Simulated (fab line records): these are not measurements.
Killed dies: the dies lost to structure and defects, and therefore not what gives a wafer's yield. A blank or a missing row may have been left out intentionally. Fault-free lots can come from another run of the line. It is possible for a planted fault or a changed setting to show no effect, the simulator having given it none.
fab line records -- flow n5-finfet
[record] lots = 4, wafers = 12, last-day = 21
route steps=1938 shown BEOL_M8@1348 PASSIVATION@1936
lots with no fault: from the same line, run without faults
start-h: the number of hours between the record's first day and the start of the first shown wafer of the lot -- wait-h: hours since the lot's step before -- " unchanged from the row above -- L1.1+2: several wafers, shown together as one row -- - value missing, or start not given -- * or withheld: withheld -- < > ~ a bound
route shown NAME@n: NAME is a module with steps in the file, n the number in the route of the first one -- usual: mean/standard deviation of fault-free wafers -- same: alike in all rows -- chamber/n: place in a boat -- sites: the reading at each site -- _std_site: the values' standard deviation -- _edge_site: inner sites' mean taken away from outer sites' mean -- radius-mm: for every site, how far away it sits from the centre of the wafer -- mask NAME#n: copy n -- behind: the last tool/chamber to shape the wafer -- hold: why the lot went on hold/how many hours it stayed there/how the hold came to an end -- device: whichever transistor did not switch (one of n, p or np) -- end of line: at the end of the route, the tests of the same wafers -- a step with no rows: only its recipe -- killed: at the first sort, the dies lost to defects and structure; wafer yield is something else -- map: per-die view of a wafer (x killed, . not killed, _ where there is no die)
set.NAME: the setting the step ran with; set.NAME@STEP: the setting that earlier step ran with -- model.NAME: the simulator's own value behind a step, which no gauge read
lots seen at some steps along the route; tables by step, rows by wafer
services: when a tool's chamber went out of use (start-h, in hours from the record's first day, below 0 if earlier), for how many hours, and the reason
[[steps]]
[step N5_BEOL_M8_DESCUM_16]
[recipe] chemistry = O2, time-s = 7.9, source-power-w = 50, bias-power-w = 20, pressure-mtorr = 20, rf-frequency-hz = 2.712e+07, temp-c = 40, resist = CAR-ArF, o2-flow-sccm = 225
[step N5_BEOL_M8_ETCH_61]
[recipe] chemistry = CF4, target = SiARC, target-depth-a = 455, mask-material = CAR-ArF, time-s = 75.8, ion-energy-ev = 80, pressure-mtorr = 40, source-w = 545, bias-w = 36, Ar_flow_sccm = 100, cf4-flow-sccm = 100, ends = cleared
[step N5_BEOL_M8_ETCH_62]
[recipe] chemistry = N2/H2, target = SOC, target-depth-a = 1100, overetch-a = 220, mask-material = SiARC, temp-c = 40, time-s = 165, ion-energy-ev = 200, pressure-mtorr = 30, source-w = 840, bias-w = 150, n2-flow-sccm = 200, h2-flow-sccm = 200
[step N5_BEOL_M8_STRIP_68]
[recipe] chemistry = N2/H2, temp-c = 40, n2-flow-sccm = 200, h2-flow-sccm = 200, rf-frequency-hz = 6e+07
[step N5_BEOL_M8_STRIP_67]
[recipe] chemistry = CF4, resist = SiARC, power-w = 300, bias-power-w = 75, pressure-mtorr = 50, cf4-flow-sccm = 150, rf-frequency-hz = 6e+07
[step N5_BEOL_M8_HM_OPEN_17]
[recipe] chemistry = Cl2/BCl3, target-depth-a = 200, overetch-a = 60, target = TiN, mask-material = SOC, ion-energy-ev = 150, pressure-mtorr = 10, icp-w = 1000, bias-w = 126, Cl2_flow_sccm = 53.25, bcl3-flow-sccm = 21.75, Ar_flow_sccm = 25
[step N5_BEOL_M8_STRIP_19]
[recipe] chemistry = O2, power-w = 400, temp-c = 40, pressure-mtorr = 30, rf-frequency-hz = 6e+07, bias-power-w = 0, overash-fraction = 0.2, o2-flow-sccm = 225
[step N5_BEOL_M8_COAT_63]
[recipe] resist = SOC, temp-c = 250, time-s = 60, spin-rpm = 1500, resist-thk-nm = 60
[step N5_BEOL_M8_COAT_64]
[recipe] resist = SiARC, temp-c = 220, time-s = 60, spin-rpm = 1500, resist-thk-nm = 12
[step N5_BEOL_M8_COAT_71]
[recipe] resist = underlayer, temp-c = 205, time-s = 60, spin-rpm = 1500, resist-thk-nm = 5
[usual] exhaust-pa = 44.9/0.87, heater-power-total-W = 391.6/1.3, plate-temp-C = 205.06/0.17, resist-line-temp-C = 23.00/0.11, spin-speed-rpm = 1500.0/1
lot.wafer,tool,chamber,start-h,wait-h,exhaust-pa,heater-power-total-W,plate-temp-C,resist-line-temp-C,spin-speed-rpm
L519.3,litho-track-04,0,391.33,-,45.3,393.4,205.33,23.03,1499.4
L519.5,litho-track-04,0,391.33,-,44.2,390.9,205.36,23.09,1497.6
L519.6,litho-track-04,0,391.33,-,43.5,393.1,205.38,23.04,1499.5
L524.1,litho-track-04,0,402.53,-,44.6,390.0,204.95,23.04,1409.4
L524.5,litho-track-04,0,402.53,-,43.6,393.6,205.21,23.02,1410.3
L524.6,litho-track-04,0,402.53,-,44.5,389.7,205.05,23.13,1410.1
L526.3,litho-track-03,0,402.94,-,44.1,393.1,205.20,23.05,1500.0
L526.4,litho-track-03,0,402.94,-,44.4,391.3,205.02,23.07,1498.8
L526.6,litho-track-03,0,402.94,-,43.9,394.0,204.91,23.14,1499.3
L523.1,litho-track-04,0,424.34,-,45.0,391.1,204.84,23.09,1411.1
L523.4,litho-track-04,0,424.34,-,44.3,391.5,204.81,22.94,1410.4
L523.5,litho-track-04,0,424.34,-,44.1,391.4,204.93,22.89,1408.3
[step N5_BEOL_M8_COAT_22]
[recipe] resist = CAR-EUV, spin-rpm = 1500, resist-thk-nm = 30
[step N5_BEOL_M8_EBR_24]
[recipe] solvent = PGMEA, ebr-width-mm = 1.5
[step N5_BEOL_M8_SOFTBAKE_23]
[recipe] temp-c = 110, time-s = 60, resist = CAR-EUV
[step N5_BEOL_M8_EXPOSE_25]
[recipe] mask-id = V7, na = 0.33, source-shape = annular, sigma-inner = 0.4, sigma-outer = 0.8, polarization = unpolarized, target-cd-nm = 40, dose-mj = 42.5
[step N5_BEOL_M8_PEB_26]
[recipe] peb-temp-c = 100, peb-time-s = 60, resist = CAR-EUV
[step N5_BEOL_M8_DEVELOP_27]
[recipe] develop-time-s = 30, developer = TMAH, resist = CAR-EUV, rinse-liquid = surfactant-rinse, dry = air-spin, dev-temp-c = 23
[step N5_BEOL_M8_DESCUM_33]
[recipe] chemistry = O2, time-s = 7, source-power-w = 50, bias-power-w = 20, pressure-mtorr = 20, rf-frequency-hz = 2.712e+07, temp-c = 40, resist = CAR-EUV, o2-flow-sccm = 225
[step N5_BEOL_M8_ETCH_72]
[recipe] chemistry = N2/H2, target = underlayer, target-depth-a = 65, mask-material = CAR-EUV, time-s = 5.2, ion-energy-ev = 200, pressure-mtorr = 30, source-w = 840, bias-w = 150, n2-flow-sccm = 200, h2-flow-sccm = 200, ends = cleared
[usual] drypump-motor-current-A = 5.71/0.19, etch-rf-on-time-s = 5.24/0.19, oes-product-au = 0.66/0.074, rf-vpp-V = 522.6/2.3, showerhead-plenum-p-Torr = 2.48/0.087, throttle-valve-pct = 17.86/0.27
lot.wafer,tool,chamber,start-h,wait-h,drypump-motor-current-A,etch-rf-on-time-s,oes-product-au,rf-hours-counter-h,rf-vpp-V,showerhead-plenum-p-Torr,throttle-valve-pct,model.etch.depth-nm
L519.3,rie-diel-01,3,391.89,0.0,5.87,5.20,0.72,58,521.1,2.48,17.56,4.992
L519.5,rie-diel-01,2,391.89,0.0,5.67,5.58,0.58,-,525.7,2.52,18.48,4.998
L519.6,rie-diel-01,3,391.89,0.0,5.83,5.22,0.71,-,522.7,2.48,17.58,4.996
L524.1,rie-diel-01,1,403.08,0.0,5.54,5.36,0.65,146,525.6,2.65,18.03,5.154
L524.5,rie-diel-01,0,403.08,0.0,5.70,5.47,0.64,-,521.1,2.43,17.90,5.169
L524.6,rie-diel-01,1,403.08,0.0,5.53,5.36,0.65,-,525.7,2.65,18.07,5.174
L526.3,rie-diel-03,1,403.68,0.0,5.79,5.23,0.61,201,520.8,2.41,18.09,5.004
L526.4,rie-diel-03,0,403.68,0.0,5.51,4.96,0.77,-,519.7,2.47,17.42,5.018
L526.6,rie-diel-03,3,403.68,0.0,5.66,5.36,0.62,-,520.1,2.39,17.73,5.003
L523.1,rie-diel-03,2,424.90,0.0,5.96,5.40,0.81,3,525.0,2.60,17.57,5.194
L523.4,rie-diel-03,2,424.90,0.0,5.95,5.44,0.81,-,524.5,2.60,17.57,5.175
L523.5,rie-diel-03,3,424.90,0.0,5.66,5.70,0.61,-,519.7,2.39,17.73,5.178
[step N5_BEOL_M8_ETCH_65]
[recipe] chemistry = CF4, target = SiARC, target-depth-a = 156, mask-material = CAR-EUV, time-s = 26, ion-energy-ev = 80, pressure-mtorr = 40, source-w = 545, bias-w = 36, Ar_flow_sccm = 100, cf4-flow-sccm = 100, ends = cleared
[step N5_PASSIVATION_PROBE_49]
[usual] defect-limited-yield = 90.9/1.6, killed_at_M0_to_M3 = 37/11, killed_at_M4_up = 15/5.6, killed-at-contacts = 13/6.4, killed-at-front-end = 39/11, killed-at-other = 4/3.1, killed-dies = 107/19, killed-open = 71/14, killed-short = 34/7.8, sort_bin_5_function = 5.3/1, sort_bin_6_memory = 3.4/0.72, sort-n-pass = 1072/20, sort-yield-pct = 90.9/1.7
[same] gross-dies = 1180, killed-at-back-side = 0, sort_bin_4_leakage[%] = 0, sort_bin_8_speed[%] = 0
lot.wafer,tool,chamber,start-h,wait-h,defect-limited-yield[%],killed_at_M0_to_M3,killed_at_M4_up,killed-at-contacts,killed-at-front-end,killed-at-other,killed-dies,killed-open,killed-short,sort_bin_5_function[%],sort_bin_6_memory[%],sort-n-pass,sort-yield-pct[%]
L519.5,prober-02,-,467.80,0.2,91.4,33,20,9,37,2,101,71,29,5.2,3.1,1079,91.4
// killed by level:class
L519.5 BEOL_M1:geometric-particle:open=9 BEOL_M4:geometric-particle:open=9 FIN_SAQP:geometric-particle:open=7 BEOL_M2:geometric-particle:open=6 MOL_CONTACT_COAG:geometric-particle:open=6 BEOL_M1:geometric-particle:short=6 FIN_SAQP:geometric-particle:short=5 STI_FIN_REVEAL:geometric-particle:open=4
[[services]]
tool,chamber,start-h,hours,kind
rie-diel-03,2,390.73,-,clean
rie-diel-03,2,390.73,-,consumable-replace:focus-ring
rie-diel-03,2,390.73,25.9,scheduled-down
rie-diel-03,2,390.73,25.9,vent-cycle
rie-diel-01,0,394.03,3.4,repair
rie-diel-01,1,409.37,8.5,repair
rie-diel-03,1,417.77,8.0,repair
[[key]]
[first-sign] step = N5_BEOL_M8_COAT_71, reading = spin-speed-rpm, direction = down, sigmas = 88, usual = *, struck = *
effect none on later readings
[model-effect] step = N5_BEOL_M8_ETCH_72, value = etch.depth-nm, without = 5.017, struck = 5.174
met-at N5_BEOL_M8_COAT_71
struck-wafers L523.1,L523.4,L523.5,L524.1,L524.5,L524.6
onset-between 391.33 402.53
[fault] kind = process-parameter-drift, tool = litho-track-04, chamber = -, onset-h = 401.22, steps = N5_BEOL_M8_COAT_71, channel = spin-rpm, offset = *, shape = step, acts-in = *, stated = *
